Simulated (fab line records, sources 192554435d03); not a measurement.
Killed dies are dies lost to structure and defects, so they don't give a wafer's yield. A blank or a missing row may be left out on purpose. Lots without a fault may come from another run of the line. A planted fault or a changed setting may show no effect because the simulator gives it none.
Chamber matching | flow n5_finfet | N5_MOL_CONTACT_COAG_ETCH_110 on rie_diel-02: 4 sister chambers
The step etches Si in CF4/O2, target depth 2.5 nm, time 8 s. 4 wafers are shown with their chamber, then 8 later ones without.

WAFERS WITH THEIR CHAMBER
wafer  | chamber | drypump_motor_current_A (A)
L081.3 | 3       | 5.8
L083.1 | 0       | 6.2
L083.6 | 2       | 4.9
L090.2 | 1       | 5.7

WAFERS WITHOUT THEIR CHAMBER
wafer  | drypump_motor_current_A (A)
L090.4 | 4.8
L090.5 | 6.2
L091.1 | 6.2
L091.3 | 5.7
L091.4 | 4.9
L095.1 | 6.2
L095.4 | 5.7
L095.6 | 5.7

WHICH CHAMBER EACH WENT THROUGH
wafer  | from the rows above | in truth
L090.4 | 2                   | 2
L090.5 | 0                   | 0
L091.1 | 0                   | 0
L091.3 | 1                   | 1
L091.4 | 2                   | 2
L095.1 | 0                   | 0
L095.4 | 1                   | 1
L095.6 | 1                   | 1
Placed correctly: 8 of 8. Can't be placed from these rows: 0. Placed wrongly: 0.
How it was worked out, from the rows above alone: a wafer's distance from a chamber is the root of the sum, over the readings, of the square of ((its reading less the chamber's mean) divided by the reading's scatter). The wafer belongs to the nearest chamber; if the next one is less than 2 further off, it can't be placed. A chamber's mean is the mean of its shown wafers. The scatter: with one shown wafer a chamber, the root of the mean of the squares of how far each hidden wafer lies from its nearest shown one.
